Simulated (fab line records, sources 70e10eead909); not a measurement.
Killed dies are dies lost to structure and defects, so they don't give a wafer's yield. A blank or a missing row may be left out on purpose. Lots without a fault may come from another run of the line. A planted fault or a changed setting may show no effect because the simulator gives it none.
Chamber matching | flow nand_harc | NHARC_A_DECK1_JOINT_CMP_02 on cmp-03: 4 sister chambers
The step polishes SiOx. 16 wafers are shown with their chamber, then 8 later ones without.

WAFERS WITH THEIR CHAMBER
wafer  | chamber | motor_current_A (A) | retaining_ring_pressure_frac
L962.2 | 0       | 11.1                | 1.008
L962.5 | 3       | 13.8                | 1.003
L962.6 | 0       | 10.6                | 1.000
L964.2 | 3       | 14.2                | 1.004
L964.5 | 1       | 11.3                | 1.003
L964.6 | 0       | 11.3                | 0.996
L965.2 | 1       | 12.3                | 0.997
L965.5 | 2       | 14.4                | 1.002
L965.6 | 3       | 13.3                | 0.997
L975.1 | 0       | 10.9                | 1.009
L975.2 | 1       | 11.4                | 1.001
L975.3 | 3       | 14.1                | 1.000
L976.1 | 2       | 13.8                | 1.006
L976.3 | 0       | 10.9                | 1.008
L976.5 | 3       | 14.4                | 0.993
L978.2 | 0       | 11.6                | 0.996

SIGNATURES (means of the wafers above)
reading                      | chamber 0 | chamber 1 | chamber 2 | chamber 3 | scatter within a chamber
motor_current_A              | 11.067    | 11.667    | 14.100    | 13.960    | 0.422
retaining_ring_pressure_frac | 1.00283   | 1.00033   | 1.00400   | 0.99940   | 0.00501
Rule: a wafer's distance from a chamber is the root of the sum, over the readings, of the square of ((its reading less the chamber's mean) divided by the reading's scatter). The wafer belongs to the nearest chamber; if the next one is less than 2 further off, it can't be placed. The scatter: the root of (the sum of the squares of (reading less its chamber's mean) over the shown wafers, divided by (wafers less chambers)).

WAFERS WITHOUT THEIR CHAMBER
wafer  | motor_current_A (A) | retaining_ring_pressure_frac
L978.5 | 14.0                | 1.004
L978.6 | 11.8                | 1.005
L981.1 | 13.7                | 0.994
L981.3 | 13.9                | 0.994
L981.4 | 12.1                | 0.998
L984.1 | 10.9                | 1.005
L984.5 | 13.0                | 1.001
L984.6 | 14.4                | 0.995

WHICH CHAMBER EACH WENT THROUGH
wafer  | from the rows above          | in truth
L978.5 | can't be placed: 2 or 3      | 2
L978.6 | can't be placed: 1 or 0      | 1
L981.1 | can't be placed: 3 or 2      | 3
L981.3 | can't be placed: 3 or 2      | 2
L981.4 | can't be placed: 1 or 0      | 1
L984.1 | can't be placed: 0 or 1      | 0
L984.5 | can't be placed: 3 or 2 or 1 | 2
L984.6 | can't be placed: 3 or 2      | 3
Placed correctly: 0 of 8. Can't be placed from these rows: 8 (the true chamber is among the candidates in 8). Placed wrongly: 0.
